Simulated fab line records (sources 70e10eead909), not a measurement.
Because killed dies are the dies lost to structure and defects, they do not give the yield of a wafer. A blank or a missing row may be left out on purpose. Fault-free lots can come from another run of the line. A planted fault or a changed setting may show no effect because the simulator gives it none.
A lot that was struck, set against a sound lot + flow nandHarc + 40 steps out of a route of 1159
Sound: wafers L399.1, L399.2, L399.5. Struck: wafer L406.1 (L406.2, L406.5, from the same lot, were not struck and are left out); the cause is given at the end.
Per side, at each step with rows, come the tool, then ch with its chambers, and then its first start. Under that, the readings that differ: sound wafers + struck wafers + difference of the means + sigmas: that difference in standard deviations of wafers without a fault.
alike: a reading whose means differ by less than 2 such deviations, as well as words and numbers matching on both sides. not compared: withheld readings; readings where some wafer has no value; bounds like >300 that might hide an equal value; numbers whose values overlap and for which the record gives no deviation.
The two part at a step that has a row with sigmas, a row that says differs or no value, or rows on one side only. When numbers do not overlap yet have no deviation, they are printed without sigmas and do not part them. Lack of a reading on every wafer of one side parts them only where that side has two or more wafers.

first, 4 steps without rows for these wafers: NHARC_A_BLC_DESCUM_15 (chemistry O2, time 3 s); NHARC_A_BLC_ETCH_16 (etches the open film in CF4, target depth 39 nm, time 65 s); NHARC_A_BLC_ETCH_17 (etches the open film in N2/H2, target depth 390 nm, time 609.38 s); NHARC_A_BLC_ETCH_18 (etches the open film in C4F8/O2/Ar, target depth 910 nm).
NHARC_A_BLC_CD_MEAS_19:
  sound on cdSem-03 at day 19 07:49; struck on cdSem-02 at day 21 06:25
  alike: cdNm
NHARC_A_BLC_STRIP_29: strips in CF4.
  sound on rieDiel-10 ch 0,2,3, day 19 07:55; struck on rieDiel-10 ch 2, day 21 06:30
| reading    | sound          | struck | difference | sigmas |
|------------|----------------|--------|------------|--------|
| rfVppV (V) | 58.7 62.1 58.9 | 58.0   | -1.9       | -2     |
  alike: drypumpMotorCurrentA, oesProductAu, showerheadPlenumPTorr, throttleValvePct
  not compared: rfHoursCounterH
then, 6 steps without rows for these wafers: NHARC_A_BLC_STRIP_21 (strips in O2); NHARC_A_BLC_STRIP_22 (strips in post etch residue remover, time 600 s); NHARC_A_BLC_DEGAS_30 (time 60 s); NHARC_A_BLC_PRE_CLEAN_31 (time 15 s); NHARC_A_BLC_PVD_32 (deposits Ti, target thk 5 nm, time 17.7 s); NHARC_A_BLC_ALD_23 (deposits TiN, target thk 3 nm, pulse time 1 s, ald cycles 150).
NHARC_A_BLC_CVD_24: deposits W, target thk 150 nm, time 434 s.
  sound on cvdW-01 ch 0,1, day 19 08:52; struck on cvdW-02 ch 0, day 21 12:24
| reading          | sound       | struck | difference | sigmas |
|------------------|-------------|--------|------------|--------|
| heaterPowerW (W) | 424 415 426 | 520    | +98        | +2     |
  alike: mfcH2Sccm, throttleValvePct
NHARC_A_BLC_CMP_25: polishes, t overpolish 30 s, target thk 150 nm.
  sound on cmp-01 ch 0,2, day 19 09:25; struck on cmp-03 ch 3, day 21 12:59
  alike: motorCurrentA, overpolishRunS, timeToEndpointS
then, 11 steps without rows for these wafers: NHARC_A_BLC_SRD_27; NHARC_A_M0_DEP_00 (deposits SiOC, target thk 150 nm); NHARC_A_M0_DEHYDRATE_01 (time 120 s); NHARC_A_M0_HMDS_02 (time 30 s); NHARC_A_M0_COAT_33 (time 65 s); NHARC_A_M0_COAT_03 (resist thk 90 nm); NHARC_A_M0_SOFTBAKE_04 (time 55 s); NHARC_A_M0_EBR_05; NHARC_A_M0_EXPOSE_06 (exposes mask A M0, target cd 80 nm); NHARC_A_M0_PEB_07 (peb time 65 s); NHARC_A_M0_DEVELOP_08 (develop time 35 s).
NHARC_A_M0_CD_MEAS_09: target cd 80 nm.
  sound on cdSem-01 ch 0, day 19 10:43; struck on cdSem-02 ch 0, day 21 14:07
  alike: cdNm
NHARC_A_M0_OVL_MEAS_10: pitch 160 nm.
  sound on overlay-01 at day 19 10:48; struck on overlay-02 at day 21 14:12
  alike: overlayXNm, overlayYNm
NHARC_A_M0_DESCUM_14: chemistry O2, time 3 s.
  sound on rieDiel-13 ch 0,1,2, day 19 10:55; struck on rieDiel-13 ch 1, day 21 14:19
  alike: drypumpMotorCurrentA, oesProductAu, rfVppV, showerheadPlenumPTorr, throttleValvePct
  not compared: rfHoursCounterH
then, 1 step without rows for these wafers: NHARC_A_M0_ETCH_34 (etches the open film in N2/H2, target depth 40 nm, overetch 12 nm, time 43.94 s).
NHARC_A_M0_ETCH_15: etches the open film in C4F8/Ar, target depth 150 nm, overetch 15 nm, time 82.5 s.
  sound on rieDiel-13 ch 1,2; struck on rieDiel-13 ch 1
| reading             | sound             | struck | difference | sigmas |
|---------------------|-------------------|--------|------------|--------|
| oesProductAu (a.u.) | 0.919 0.923 0.926 | 0.976  | +0.053     | +2     |
  alike: rfVppV
  not compared: rfHoursCounterH
NHARC_A_M0_CD_MEAS_16:
  sound on cdSem-03 at day 19 11:12; struck on cdSem-03 at day 21 14:36
  alike: cdNm
then, 5 steps without rows for these wafers: NHARC_A_M0_STRIP_18 (strips in N2/H2); NHARC_A_M0_STRIP_19 (strips in post etch residue remover, time 600 s); NHARC_A_M0_DEGAS_28 (time 60 s); NHARC_A_M0_PRE_CLEAN_29 (time 30 s); NHARC_A_M0_PVD_20 (deposits TaN, target thk 5 nm, time 8.06 s).
NHARC_A_M0_PVD_21: deposits Cu, target thk 30 nm, time 20.49 s.
  sound on pvdSputter-03; struck on pvdSputter-02
  alike: throttleValvePct
then, 2 steps without rows for these wafers: NHARC_A_M0_ECD_22 (material Cu, target thk 400 nm); NHARC_A_M0_ANNEAL_30 (time 90 s).
NHARC_END_SORT_01:
  the record has rows for the struck wafers here (prober-01 ch 0, day 23 10:47) and none for the sound ones

== WHERE THEY PART ==
Earliest at NHARC_A_BLC_STRIP_29; latest, in this record, at NHARC_END_SORT_01.

WHY: whatever the simulator had introduced
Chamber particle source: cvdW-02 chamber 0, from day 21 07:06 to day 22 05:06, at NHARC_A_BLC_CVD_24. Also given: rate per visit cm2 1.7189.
